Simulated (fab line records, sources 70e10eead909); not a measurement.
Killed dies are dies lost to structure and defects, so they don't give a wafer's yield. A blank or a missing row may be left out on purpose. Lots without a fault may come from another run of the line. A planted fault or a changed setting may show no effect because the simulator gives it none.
Which tool did it? | flow nand_harc | 24 lots, 72 wafers sampled, at 6 steps of a route of 1302

WHAT THE GAUGES READ, wafer by wafer
The record holds no reading of a measuring or inspecting step that can be judged against a usual standard deviation.

WHICH TOOL RAN EACH LOT (tool, then ch and the chambers of the sampled wafers, then the start)
lot  | NHARC_A_STAIRCASE_DESCUM_219       | NHARC_A_STAIRCASE_ETCH_232                    | NHARC_A_STAIRCASE_HM_DEP_456  | NHARC_A_STAIRCASE_HM_DEP_459  | NHARC_A_STAIRCASE_DESCUM_291       | NHARC_A_STAIRCASE_HM_OPEN_460
L074 | rie_diel-11 ch 1,2,3, day 16 03:44 | rie_diel-11 ch 1,2,3, day 16 09:28 or earlier | acl_dep-01 ch 0, day 16 09:28 | acl_dep-02 ch 0, day 16 16:47 | rie_diel-13 ch 0,1,2, day 16 19:12 | rie_diel-13 ch 0,1,3, no start
L076 | rie_diel-11 ch 2,3, day 16 04:59   | rie_diel-09 ch 0,1,2, day 16 11:00 or earlier | acl_dep-01 ch 0, day 16 11:00 | acl_dep-02 ch 0, day 16 18:19 | rie_diel-11 ch 2,3, day 16 21:10   | rie_diel-11 ch 0,3, no start
L075 | rie_diel-11 ch 0,1,3, day 16 06:53 | rie_diel-13 ch 0,1,3, day 16 14:38 or earlier | acl_dep-02 ch 0, day 16 14:38 | acl_dep-03 ch 0, day 17 00:59 | rie_diel-13 ch 1,2,3, day 17 03:50 | rie_diel-13 ch 0,1,2, no start
L077 | rie_diel-13 ch 0,2,3, day 17 11:48 | rie_diel-09 ch 0,3, day 17 17:14 or earlier   | acl_dep-02 ch 0, day 17 17:14 | acl_dep-03 ch 0, day 18 00:06 | rie_diel-13 ch 1,2,3, day 18 02:56 | rie_diel-13 ch 0,1,2, no start
L079 | rie_diel-09 ch 2,3, day 18 02:17   | rie_diel-09 ch 0,3, day 18 07:38 or earlier   | acl_dep-03 ch 0, day 18 07:38 | acl_dep-01 ch 0, day 18 13:50 | rie_diel-11 ch 0,1, day 18 16:05   | rie_diel-11 ch 0,1,3, no start
L078 | rie_diel-13 ch 0,2,3, day 18 04:52 | rie_diel-13 ch 0,1,2, day 18 10:46 or earlier | acl_dep-03 ch 0, day 18 10:46 | acl_dep-01 ch 0, day 18 16:38 | rie_diel-13 ch 0,3, day 18 19:29   | rie_diel-13 ch 0,1, no start
L080 | rie_diel-09 ch 0,3, day 18 11:13   | rie_diel-09 ch 1,2, day 18 16:04 or earlier   | acl_dep-03 ch 0, day 18 16:04 | acl_dep-03 ch 0, day 19 02:45 | rie_diel-09 ch 0,2, day 19 05:21   | rie_diel-09 ch 0,1,3, no start
L081 | rie_diel-13 ch 0,1,2, day 19 11:28 | rie_diel-13 ch 0,1,2, day 19 16:32 or earlier | acl_dep-01 ch 0, day 19 16:32 | acl_dep-01 ch 0, day 19 22:38 | rie_diel-09 ch 0,1,3, day 20 01:29 | rie_diel-09 ch 0,1,2, no start
L082 | rie_diel-11 ch 0,1,2, day 19 14:41 | rie_diel-11 ch 0,1,2, day 19 19:38 or earlier | acl_dep-01 ch 0, day 19 19:38 | acl_dep-02 ch 0, day 20 05:16 | rie_diel-13 ch 0,3, day 20 08:08   | rie_diel-13 ch 1,3, no start
L084 | rie_diel-13 ch 1,2,3, day 19 22:21 | rie_diel-09 ch 0,2,3, day 20 06:48 or earlier | acl_dep-01 ch 0, day 20 06:48 | acl_dep-02 ch 0, day 20 12:41 | rie_diel-11 ch 1,2,3, day 20 15:41 | rie_diel-11 ch 1,2,3, no start
L083 | rie_diel-13 ch 0,1, day 20 00:33   | rie_diel-11 ch 1,2, day 20 08:57 or earlier   | acl_dep-01 ch 0, day 20 08:57 | acl_dep-03 ch 0, day 20 14:49 | rie_diel-13 ch 2,3, day 20 17:22   | rie_diel-13 ch 2,3, no start
L085 | rie_diel-13 ch 0,1,3, day 20 12:55 | rie_diel-13 ch 0,1,3, day 20 18:50 or earlier | acl_dep-03 ch 0, day 20 18:50 | acl_dep-02 ch 0, day 21 00:43 | rie_diel-13 ch 0,1, day 21 02:33   | rie_diel-13 ch 0,2,3, no start
L086 | rie_diel-11 ch 1,2,3, day 20 19:07 | rie_diel-13 ch 0,1,3, day 21 00:32 or earlier | acl_dep-01 ch 0, day 21 00:32 | acl_dep-02 ch 0, day 21 06:37 | rie_diel-11 ch 0,1,2, day 21 09:28 | rie_diel-11 ch 1,2,3, no start
L088 | rie_diel-11 ch 0,1,2, day 21 18:57 | rie_diel-11 ch 2,3, day 22 01:50 or earlier   | acl_dep-01 ch 0, day 22 01:50 | acl_dep-01 ch 0, day 22 08:04 | rie_diel-13 ch 2,3, day 22 10:10   | rie_diel-13 ch 0,3, no start
L089 | rie_diel-11 ch 0,1,3, day 21 19:08 | rie_diel-11 ch 0,3, day 22 03:23 or earlier   | acl_dep-03 ch 0, day 22 03:23 | acl_dep-03 ch 0, day 22 09:25 | rie_diel-09 ch 0,2,3, day 22 11:43 | rie_diel-09 ch 0,1, no start
L087 | rie_diel-09 ch 0,3, day 22 06:06   | rie_diel-09 ch 1,3, day 22 11:31 or earlier   | acl_dep-01 ch 0, day 22 11:31 | acl_dep-02 ch 0, day 22 17:19 | rie_diel-11 ch 0,1, day 22 20:10   | rie_diel-11 ch 0,1,2, no start
L091 | rie_diel-13 ch 0,3, day 23 02:40   | rie_diel-13 ch 0,1, day 23 07:19 or earlier   | acl_dep-03 ch 0, day 23 07:19 | acl_dep-03 ch 0, day 23 16:05 | rie_diel-11 ch 0,1, day 23 19:10   | rie_diel-11 ch 0,2,3, no start
L092 | rie_diel-11 ch 0,1,2, day 23 07:36 | rie_diel-11 ch 2,3, day 23 12:32 or earlier   | acl_dep-02 ch 0, day 23 12:32 | acl_dep-03 ch 0, day 23 21:29 | rie_diel-13 ch 0,1,3, day 23 23:55 | rie_diel-13 ch 1,2,3, no start
L090 | rie_diel-09 ch 0,3, day 23 11:35   | rie_diel-13 ch 1,2,3, day 23 19:28 or earlier | acl_dep-01 ch 0, day 23 19:28 | acl_dep-03 ch 0, day 24 01:47 | rie_diel-11 ch 0,1,3, day 24 04:13 | rie_diel-11 ch 0,3, no start
L093 | rie_diel-11 ch 1,2, day 24 04:47   | rie_diel-09 ch 1,2,3, day 24 14:40 or earlier | acl_dep-03 ch 0, day 24 14:40 | acl_dep-03 ch 0, day 24 20:33 | rie_diel-13 ch 2,3, day 24 22:41   | rie_diel-13 ch 0,1,3, no start
L096 | rie_diel-13 ch 0,2,3, day 24 21:43 | rie_diel-13 ch 1,2,3, day 25 07:05 or earlier | acl_dep-02 ch 0, day 25 07:05 | acl_dep-02 ch 0, day 25 17:01 | rie_diel-13 ch 0,2,3, day 25 19:53 | rie_diel-13 ch 0,2, no start
L097 | rie_diel-11 ch 0,1,3, day 24 22:16 | rie_diel-09 ch 1,2,3, day 25 05:42 or earlier | acl_dep-01 ch 0, day 25 05:42 | acl_dep-03 ch 0, day 25 14:58 | rie_diel-09 ch 0,2,3, day 25 17:30 | rie_diel-09 ch 0,1,3, no start
L094 | rie_diel-09 ch 0,3, day 25 02:35   | rie_diel-09 ch 0,3, day 25 14:16 or earlier   | acl_dep-01 ch 0, day 25 14:16 | acl_dep-02 ch 0, day 25 23:08 | rie_diel-11 ch 0,2,3, day 26 01:54 | rie_diel-11 ch 1,2,3, no start
L095 | rie_diel-11 ch 0,1,3, day 25 03:08 | rie_diel-13 ch 0,3, day 25 11:25 or earlier   | acl_dep-02 ch 0, day 25 11:25 | acl_dep-01 ch 0, day 25 21:04 | rie_diel-13 ch 1,3, day 25 23:56   | rie_diel-13 ch 0,1,3, no start
- NHARC_A_STAIRCASE_DESCUM_219: chemistry O2, time 3 s.
- NHARC_A_STAIRCASE_ETCH_232: etches the open film in C4F8/O2, target depth 100 nm, time 40.5 s.
- NHARC_A_STAIRCASE_HM_DEP_456: deposits aC, target thk 3100 nm.
- NHARC_A_STAIRCASE_HM_DEP_459: deposits aC, target thk 1500 nm.
- NHARC_A_STAIRCASE_DESCUM_291: chemistry O2, time 3 s.
- NHARC_A_STAIRCASE_HM_OPEN_460: chemistry O2/COS.

WHAT THE TOOLS THEMSELVES READ (means of the sampled wafers that have a number; where no wafer has one, the mark that the record gives instead)
NHARC_A_STAIRCASE_DESCUM_219. Usual: drypump_motor_current_A 5.6 A, standard deviation 0.64; oes_product_au 1.000 a.u., standard deviation 0.012; rf_vpp_V 57.7 V, standard deviation 0.87; showerhead_plenum_p_Torr 1.89 Torr, standard deviation 0.059; throttle_valve_pct 11.311 %, standard deviation 0.0094.
lot  | tool        | drypump_motor_current_A (A) | oes_product_au (a.u.) | rf_vpp_V (V) | showerhead_plenum_p_Torr (Torr) | throttle_valve_pct (%) | flag
L074 | rie_diel-11 | 5.9                         | 1.001                 | 58.0         | 1.86                            | 11.315                 |
L076 | rie_diel-11 | 5.9                         | 1.010                 | 57.9         | 1.88                            | 11.319                 |
L075 | rie_diel-11 | 5.4                         | 0.991                 | 56.9         | 1.85                            | 11.310                 |
L077 | rie_diel-13 | 5.7                         | 1.004                 | 58.1         | 1.94                            | 11.311                 |
L079 | rie_diel-09 | 6.0                         | 1.007                 | 58.0         | 1.85                            | 11.311                 |
L078 | rie_diel-13 | 5.7                         | 1.001                 | 56.7         | 1.94                            | 11.305                 |
L080 | rie_diel-09 | 5.1                         | 1.002                 | 57.9         | 1.86                            | 11.322                 |
L081 | rie_diel-13 | 5.6                         | 1.000                 | 57.4         | 1.92                            | 11.318                 |
L082 | rie_diel-11 | 6.0                         | 0.998                 | 57.6         | 1.88                            | 11.311                 |
L084 | rie_diel-13 | 5.5                         | 0.996                 | 58.1         | 1.95                            | 11.310                 |
L083 | rie_diel-13 | 5.4                         | 0.981                 | 58.5         | 1.91                            | 11.311                 |
L085 | rie_diel-13 | 5.3                         | 0.994                 | 57.8         | 1.93                            | 11.307                 |
L086 | rie_diel-11 | 5.8                         | 0.990                 | 57.3         | 1.85                            | 11.309                 |
L088 | rie_diel-11 | 6.0                         | 0.994                 | 57.4         | 1.88                            | 11.306                 |
L089 | rie_diel-11 | 5.4                         | 0.989                 | 58.6         | 1.84                            | 11.312                 |
L087 | rie_diel-09 | 5.0                         | 1.011                 | 57.5         | 1.85                            | 11.314                 |
L091 | rie_diel-13 | 5.5                         | 1.004                 | 57.8         | 1.92                            | 11.304                 |
L092 | rie_diel-11 | 6.0                         | 1.001                 | 57.6         | 1.88                            | 11.300                 |
L090 | rie_diel-09 | 5.0                         | 1.013                 | 57.9         | 1.84                            | 11.302                 |
L093 | rie_diel-11 | 6.4                         | 0.998                 | 57.2         | 1.88                            | 11.317                 |
L096 | rie_diel-13 | 5.8                         | 1.004                 | 57.1         | 1.93                            | 11.321                 |
L097 | rie_diel-11 | 5.4                         | 0.995                 | 58.2         | 1.83                            | 11.319                 |
L094 | rie_diel-09 | 5.1                         | 1.011                 | 57.4         | 1.84                            | 11.296                 |
L095 | rie_diel-11 | 5.4                         | 1.002                 | 57.4         | 1.83                            | 11.312                 |

NHARC_A_STAIRCASE_ETCH_232. Usual: bias_w 1000 W, standard deviation 3.1; oes_product_au 0.944 a.u., standard deviation 0.016; rf_vpp_V 895 V, standard deviation 4.1.
lot  | tool        | bias_w (W) | oes_product_au (a.u.) | rf_vpp_V (V) | flag
L074 | rie_diel-11 | 1002       | 0.933                 | 893          |
L076 | rie_diel-09 | 1000       | 0.968                 | 897          |
L075 | rie_diel-13 | 1000       | 0.963                 | 897          |
L077 | rie_diel-09 | 1002       | 0.951                 | 893          |
L079 | rie_diel-09 | 1001       | 0.947                 | 893          |
L078 | rie_diel-13 | 998        | 0.947                 | 898          |
L080 | rie_diel-09 | 996        | 0.951                 | 900          |
L081 | rie_diel-13 | 999        | 0.922                 | 897          |
L082 | rie_diel-11 | 999        | 0.952                 | 894          |
L084 | rie_diel-09 | 1001       | 0.930                 | 892          |
L083 | rie_diel-11 | 997        | 0.950                 | 895          |
L085 | rie_diel-13 | 1002       | 0.932                 | 897          |
L086 | rie_diel-13 | 998        | 0.939                 | 897          |
L088 | rie_diel-11 | 1002       | 0.934                 | 892          |
L089 | rie_diel-11 | 1000       | 0.925                 | 891          |
L087 | rie_diel-09 | 1001       | 0.951                 | 900          |
L091 | rie_diel-13 | 999        | 0.937                 | 896          |
L092 | rie_diel-11 | 1000       | 0.945                 | 893          |
L090 | rie_diel-13 | 999        | 0.930                 | 898          |
L093 | rie_diel-09 | 1001       | 0.955                 | 895          |
L096 | rie_diel-13 | 1000       | 0.927                 | 898          |
L097 | rie_diel-09 | 1001       | 0.970                 | 894          |
L094 | rie_diel-09 | 1002       | 0.949                 | 891          |
L095 | rie_diel-13 | 1007       | 0.936                 | 895          |

NHARC_A_STAIRCASE_HM_DEP_456. Usual: throttle_valve_pct 35.001 %, standard deviation 0.01.
lot  | tool       | throttle_valve_pct (%) | flag
L074 | acl_dep-01 | 35.013                 |
L076 | acl_dep-01 | 35.003                 |
L075 | acl_dep-02 | 35.005                 |
L077 | acl_dep-02 | 34.995                 |
L079 | acl_dep-03 | 34.998                 |
L078 | acl_dep-03 | 35.013                 |
L080 | acl_dep-03 | 34.999                 |
L081 | acl_dep-01 | 35.010                 |
L082 | acl_dep-01 | 34.989                 |
L084 | acl_dep-01 | 35.000                 |
L083 | acl_dep-01 | 35.000                 |
L085 | acl_dep-03 | 35.001                 |
L086 | acl_dep-01 | 35.008                 |
L088 | acl_dep-01 | 34.999                 |
L089 | acl_dep-03 | 35.016                 |
L087 | acl_dep-01 | 34.998                 |
L091 | acl_dep-03 | 34.997                 |
L092 | acl_dep-02 | 35.005                 |
L090 | acl_dep-01 | 34.993                 |
L093 | acl_dep-03 | 35.008                 |
L096 | acl_dep-02 | 35.002                 |
L097 | acl_dep-01 | 35.003                 |
L094 | acl_dep-01 | 35.005                 |
L095 | acl_dep-02 | 34.998                 |

NHARC_A_STAIRCASE_HM_DEP_459. Usual: throttle_valve_pct 35.000 %, standard deviation 0.01.
lot  | tool       | throttle_valve_pct (%) | flag
L074 | acl_dep-02 | 34.990                 |
L076 | acl_dep-02 | 35.001                 |
L075 | acl_dep-03 | 35.003                 |
L077 | acl_dep-03 | 34.997                 |
L079 | acl_dep-01 | 35.001                 |
L078 | acl_dep-01 | 35.001                 |
L080 | acl_dep-03 | 35.002                 |
L081 | acl_dep-01 | 34.997                 |
L082 | acl_dep-02 | 35.010                 |
L084 | acl_dep-02 | 34.984                 |
L083 | acl_dep-03 | 34.983                 |
L085 | acl_dep-02 | 34.998                 |
L086 | acl_dep-02 | 35.000                 |
L088 | acl_dep-01 | 35.000                 |
L089 | acl_dep-03 | 34.994                 |
L087 | acl_dep-02 | 34.992                 |
L091 | acl_dep-03 | 35.004                 |
L092 | acl_dep-03 | 35.008                 |
L090 | acl_dep-03 | 35.000                 |
L093 | acl_dep-03 | 35.000                 |
L096 | acl_dep-02 | 35.005                 |
L097 | acl_dep-03 | 35.003                 |
L094 | acl_dep-02 | 35.011                 |
L095 | acl_dep-01 | 35.005                 |

NHARC_A_STAIRCASE_DESCUM_291. Usual: drypump_motor_current_A 5.6 A, standard deviation 0.61; oes_product_au 1.003 a.u., standard deviation 0.012; rf_vpp_V 57.7 V, standard deviation 0.86; showerhead_plenum_p_Torr 1.90 Torr, standard deviation 0.057; throttle_valve_pct 11.311 %, standard deviation 0.0091.
lot  | tool        | drypump_motor_current_A (A) | oes_product_au (a.u.) | rf_vpp_V (V) | showerhead_plenum_p_Torr (Torr) | throttle_valve_pct (%) | flag
L074 | rie_diel-13 | 5.7                         | 0.995                 | 57.3         | 1.93                            | 11.321                 |
L076 | rie_diel-11 | 5.4                         | 1.002                 | 57.6         | 1.83                            | 11.324                 |
L075 | rie_diel-13 | 5.5                         | 1.002                 | 57.6         | 1.95                            | 11.308                 |
L077 | rie_diel-13 | 5.6                         | 0.998                 | 57.5         | 1.95                            | 11.315                 |
L079 | rie_diel-11 | 5.5                         | 1.009                 | 57.7         | 1.88                            | 11.301                 |
L078 | rie_diel-13 | 5.4                         | 1.013                 | 57.3         | 1.95                            | 11.317                 |
L080 | rie_diel-09 | 5.6                         | 1.010                 | 58.5         | 1.86                            | 11.301                 |
L081 | rie_diel-09 | 5.5                         | 1.014                 | 57.9         | 1.91                            | 11.315                 |
L082 | rie_diel-13 | 5.4                         | 1.009                 | 58.7         | 1.95                            | 11.312                 |
L084 | rie_diel-11 | 5.8                         | 0.996                 | 58.0         | 1.85                            | 11.314                 |
L083 | rie_diel-13 | 5.7                         | 1.010                 | 57.0         | 1.96                            | 11.312                 |
L085 | rie_diel-13 | 5.2                         | 0.986                 | 57.5         | 1.92                            | 11.313                 |
L086 | rie_diel-11 | 6.0                         | 1.010                 | 58.2         | 1.88                            | 11.314                 |
L088 | rie_diel-13 | 5.6                         | 1.009                 | 57.6         | 1.96                            | 11.316                 |
L089 | rie_diel-09 | 5.6                         | 1.014                 | 57.7         | 1.85                            | 11.302                 |
L087 | rie_diel-11 | 5.9                         | 0.999                 | 57.2         | 1.86                            | 11.307                 |
L091 | rie_diel-11 | 5.9                         | 0.998                 | 56.5         | 1.85                            | 11.312                 |
L092 | rie_diel-13 | 5.3                         | 0.995                 | 57.7         | 1.93                            | 11.315                 |
L090 | rie_diel-11 | 5.4                         | 0.990                 | 56.8         | 1.83                            | 11.310                 |
L093 | rie_diel-13 | 5.6                         | 1.011                 | 58.6         | 1.95                            | 11.307                 |
L096 | rie_diel-13 | 5.7                         | 1.005                 | 57.6         | 1.92                            | 11.312                 |
L097 | rie_diel-09 | 5.6                         | 1.012                 | 57.5         | 1.84                            | 11.304                 |
L094 | rie_diel-11 | 5.5                         | 1.005                 | 58.0         | 1.85                            | 11.312                 |
L095 | rie_diel-13 | 5.1                         | 1.000                 | 58.6         | 1.93                            | 11.309                 |

NHARC_A_STAIRCASE_HM_OPEN_460. Usual: bias_w 300.1 W, standard deviation 0.91; drypump_motor_current_A 5.6 A, standard deviation 0.61; oes_product_au 1.000 a.u., standard deviation 0.012; rf_vpp_V 466.9 V, standard deviation 2.1; showerhead_plenum_p_Torr 3.11 Torr, standard deviation 0.094; throttle_valve_pct 28.332 %, standard deviation 0.0093.
lot  | tool        | bias_w (W) | drypump_motor_current_A (A) | oes_product_au (a.u.) | rf_vpp_V (V) | showerhead_plenum_p_Torr (Torr) | throttle_valve_pct (%) | flag
L074 | rie_diel-13 | 300.7      | 5.3                         | 1.002                 | 468.2        | 3.16                            | 28.325                 |
L076 | rie_diel-11 | 300.2      | 4.9                         | 0.992                 | 464.3        | 2.98                            | 28.320                 |
L075 | rie_diel-13 | 300.4      | 5.6                         | 1.000                 | 468.0        | 3.14                            | 28.330                 |
L077 | rie_diel-13 | 300.5      | 5.6                         | 0.994                 | 466.7        | 3.14                            | 28.338                 |
L079 | rie_diel-11 | 300.3      | 5.4                         | 0.990                 | 465.3        | 3.01                            | 28.340                 |
L078 | rie_diel-13 | 299.4      | 5.4                         | 0.993                 | 467.3        | 3.12                            | 28.330                 |
L080 | rie_diel-09 | 299.7      | 5.5                         | 0.998                 | 467.5        | 3.13                            | 28.336                 |
L081 | rie_diel-09 | 299.8      | 6.1                         | 1.005                 | 467.9        | 3.12                            | 28.335                 |
L082 | rie_diel-13 | 300.9      | 5.1                         | 0.996                 | 469.0        | 3.17                            | 28.330                 |
L084 | rie_diel-11 | 300.9      | 5.9                         | 0.994                 | 465.2        | 3.02                            | 28.332                 |
L083 | rie_diel-13 | 300.0      | 6.0                         | 1.007                 | 468.6        | 3.18                            | 28.341                 |
L085 | rie_diel-13 | 300.7      | 5.7                         | 1.010                 | 467.8        | 3.15                            | 28.318                 |
L086 | rie_diel-11 | 300.5      | 5.8                         | 0.994                 | 465.1        | 3.02                            | 28.342                 |
L088 | rie_diel-13 | 300.0      | 5.5                         | 0.991                 | 467.2        | 3.12                            | 28.321                 |
L089 | rie_diel-09 | 300.9      | 6.1                         | 1.011                 | 468.9        | 3.21                            | 28.342                 |
L087 | rie_diel-11 | 299.4      | 6.0                         | 0.992                 | 466.5        | 3.06                            | 28.322                 |
L091 | rie_diel-11 | 299.4      | 5.5                         | 0.984                 | 465.5        | 3.03                            | 28.343                 |
L092 | rie_diel-13 | 299.6      | 5.5                         | 1.002                 | 468.2        | 3.16                            | 28.326                 |
L090 | rie_diel-11 | 299.8      | 4.9                         | 0.989                 | 463.5        | 2.96                            | 28.337                 |
L093 | rie_diel-13 | 300.9      | 5.3                         | 1.003                 | 467.2        | 3.14                            | 28.334                 |
L096 | rie_diel-13 | 299.8      | 5.8                         | 1.002                 | 467.2        | 3.09                            | 28.330                 |
L097 | rie_diel-09 | 300.2      | 5.6                         | 1.014                 | 466.4        | 3.10                            | 28.331                 |
L094 | rie_diel-11 | 299.8      | 5.8                         | 0.999                 | 464.3        | 3.00                            | 28.330                 |
L095 | rie_diel-13 | 300.5      | 5.3                         | 1.004                 | 466.6        | 3.13                            | 28.341                 |

THE ANSWER, worked out from the rows above alone
Rule: a lot is off if the mean of its wafers that have a number lies more than 3 standard deviations from the usual mean. A lot without any number at a reading at which 4 lots or more have one is off too. The other lots that the step has rows for count as sound. The gauges are gone through in route order, then the tools' own readings, and for those a lot's mean is taken as printed above. The first step at which some lot is off is used, and at that step the reading that is off furthest; a lot without a number counts as furthest.
No lot is off at any reading shown: from this, nothing can be told.

WHAT THE SIMULATOR HAD PUT IN
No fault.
